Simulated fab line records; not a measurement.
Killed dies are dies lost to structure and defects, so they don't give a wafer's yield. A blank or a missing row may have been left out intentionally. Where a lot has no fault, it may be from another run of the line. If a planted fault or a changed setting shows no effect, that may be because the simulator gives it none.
Which of the tools did it? + flow nand_harc + 39 wafers from 13 lots sampled at 3 of the route's 1302 steps

== WHAT THE GAUGES SHOWED, per wafer ==
NHARC_A_BONDPAD_OVL_MEAS_35.
| lot  | measured     | on         | overlay_x_nm (nm) | overlay_y_nm (nm) |
|------|--------------|------------|-------------------|-------------------|
| L916 | day 23 00:52 | overlay-01 | -11 -11 -11       | -10 -10 -10       |
| L918 | day 23 14:47 | overlay-01 | -1 -1 0           | 1 2 2             |
| L917 | day 23 04:26 | overlay-02 | 2 1 2             | -7 -7 -7          |
| L919 | day 24 19:14 | overlay-01 | 0 0 0             | 4 3 3             |
| L920 | day 25 01:52 | overlay-01 | 1 2 2             | 1 0 1             |
| L921 | day 24 21:28 | overlay-02 | 4 3 3             | 4 4 4             |
| L922 | day 25 14:51 | overlay-02 | 3 4 4             | 9 8 8             |
| L924 | day 26 13:32 | overlay-02 | -2 -2 -2          | 1 1 1             |
| L929 | day 28 17:00 | overlay-01 | -5 -5 -5          | -2 -1 -2          |
| L936 | day 31 03:08 | overlay-02 | -5 -5 -5          | -3 -3 -3          |
| L937 | day 31 17:45 | overlay-01 | 0 0 1             | -6 -6 -6          |
| L938 | day 32 11:15 | overlay-02 | 8 8 8             | 1 1 0             |
| L939 | day 32 00:30 | overlay-01 | -3 -3 -2          | -7 -6 -6          |

NHARC_END_SORT_01.
| lot  | measured     | on        | killed_at_array | killed_at_other | killed_at_periphery | killed_dies | killed_open | killed_short |
|------|--------------|-----------|-----------------|-----------------|---------------------|-------------|-------------|--------------|
| L929 | day 30 09:56 | prober-01 | 126 68 64       | 0 1 1           | 2 9 1               | 128 78 66   | 1 4 2       | 1 2 4        |

== WHICH TOOL RAN EACH LOT (tool, then ch and the chambers of the sampled wafers, then the start) ==
| lot  | NHARC_A_CHANNEL_FILL_D1_ALD_16   |
|------|----------------------------------|
| L916 | ald_hk-02 ch 0,3, day 9 09:54    |
| L918 | ald_hk-01 ch 1,2, day 9 20:04    |
| L917 | ald_hk-02 ch 0,2,3, day 9 20:05  |
| L919 | ald_hk-02 ch 1,3, day 11 00:10   |
| L920 | ald_hk-02 ch 0,2, day 11 00:19   |
| L921 | ald_hk-02 ch 0,3, day 11 12:41   |
| L922 | ald_hk-02 ch 0,2,3, day 11 17:38 |
| L924 | ald_hk-02 ch 1,2,3, day 12 12:34 |
| L929 | ald_hk-01 ch 1,2, day 15 06:25   |
| L936 | ald_hk-02 ch 1,2,3, day 17 08:07 |
| L937 | ald_hk-02 ch 0,1,2, day 18 05:19 |
| L938 | ald_hk-03 ch 0,1,2, day 18 10:58 |
| L939 | ald_hk-02 ch 0,1, day 18 19:15   |
- NHARC_A_CHANNEL_FILL_D1_ALD_16: deposits SiO2, target thk 1.5 nm, pulse time 10 s, ald cycles 15.

== AS READ BY THE TOOLS THEMSELVES (means over the sampled wafers that have a number; for cases with no such wafer, the mark the record gives instead) ==
NHARC_A_CHANNEL_FILL_D1_ALD_16.
| lot  | tool      | heater_power_w (W) | precursor_pulse_height_rel |
|------|-----------|--------------------|----------------------------|
| L916 | ald_hk-02 | 421                | 0.989                      |
| L918 | ald_hk-01 | 547                | 1.000                      |
| L917 | ald_hk-02 | 447                | 1.006                      |
| L919 | ald_hk-02 | 487                | 0.992                      |
| L920 | ald_hk-02 | 485                | 0.994                      |
| L921 | ald_hk-02 | 424                | 1.007                      |
| L922 | ald_hk-02 | 457                | 1.003                      |
| L924 | ald_hk-02 | 487                | 0.988                      |
| L929 | ald_hk-01 | 485                | 1.025                      |
| L936 | ald_hk-02 | 473                | 1.016                      |
| L937 | ald_hk-02 | 473                | 1.007                      |
| L938 | ald_hk-03 | 468                | 0.987                      |
| L939 | ald_hk-02 | 484                | 0.998                      |

== THE ANSWER, worked out from the rows above alone ==
Rule: the lots themselves supply what counts as usual. Put in order of their means at a reading, lots are off if they are a third of the lots or fewer, leave a main group of 4 or more, and stand apart from it by a gap of 3 or more times the standard deviation of the main group's means; of several such gaps the widest counts. If all means in a main group match to the digits the tables above print for the reading, that group is not used. A lot without any number at a reading at which 4 lots or more have one is off too. The other lots that the step has rows for count as sound. After the gauges, taken in route order, come the tools' own readings; for these a lot's mean is taken, as printed above. At the first step where some lot is off, the reading lying furthest off is the one used; lots without a number count as furthest.
No lot is off on any of the readings shown, so nothing can be concluded from this.

== WHAT THE SIMULATOR HAD INSERTED ==
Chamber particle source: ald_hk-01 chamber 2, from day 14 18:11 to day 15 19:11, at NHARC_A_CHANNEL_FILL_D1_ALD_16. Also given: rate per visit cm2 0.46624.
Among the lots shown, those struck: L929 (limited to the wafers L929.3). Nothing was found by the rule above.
